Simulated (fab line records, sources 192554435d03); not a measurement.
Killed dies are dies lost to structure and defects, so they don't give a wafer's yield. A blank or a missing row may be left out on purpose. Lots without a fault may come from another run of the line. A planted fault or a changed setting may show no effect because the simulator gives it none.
Chamber matching | flow n5_finfet | N5_BEOL_M1_ALD_98 on ald_sin-04: 4 sister chambers
The step deposits SiO2, target thk 2.5 nm, pulse time 1 s, co reactant pulse time 1 s. 8 wafers are shown with their chamber, then 10 later ones without.

WAFERS WITH THEIR CHAMBER
wafer  | chamber | heater_power_w (W) | precursor_pulse_height_rel
L077.3 | 0       | 77                 | 1.011
L086.5 | 1       | 83                 | 0.990
L088.2 | 1       | 83                 | 0.981
L088.4 | 0       | 78                 | 0.999
L088.5 | 2       | 88                 | 1.032
L088.6 | 3       | 71                 | 1.003
L090.3 | 3       | 74                 | 0.992
L090.4 | 2       | 88                 | 1.039

WAFERS WITHOUT THEIR CHAMBER
wafer  | heater_power_w (W) | precursor_pulse_height_rel
L090.5 | 85                 | 0.969
L092.1 | 84                 | 1.036
L092.2 | 88                 | 1.035
L092.3 | 73                 | 1.036
L092.4 | 77                 | 0.986
L092.5 | 85                 | 1.014
L092.6 | 88                 | 1.004
L096.2 | 73                 | 0.956
L096.5 | 87                 | 1.016
L096.6 | 84                 | 0.980

WHICH CHAMBER EACH WENT THROUGH
wafer  | from the rows above     | in truth
L090.5 | 1                       | 1
L092.1 | 2                       | 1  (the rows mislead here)
L092.2 | 2                       | 2
L092.3 | can't be placed: 3 or 0 | 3
L092.4 | can't be placed: 0 or 3 | 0
L092.5 | can't be placed: 2 or 1 | 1
L092.6 | can't be placed: 2 or 1 | 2
L096.2 | 3                       | 3
L096.5 | 2                       | 2
L096.6 | 1                       | 1
Placed correctly: 5 of 10. Can't be placed from these rows: 4 (the true chamber is among the candidates in 4). Placed wrongly: 1.
How it was worked out, from the rows above alone: a wafer's distance from a chamber is the root of the sum, over the readings, of the square of ((its reading less the chamber's mean) divided by the reading's scatter). The wafer belongs to the nearest chamber; if the next one is less than 2 further off, it can't be placed. A chamber's mean is the mean of its shown wafers. The scatter: the root of (the sum of the squares of (reading less its chamber's mean) over the shown wafers, divided by (wafers less chambers)).
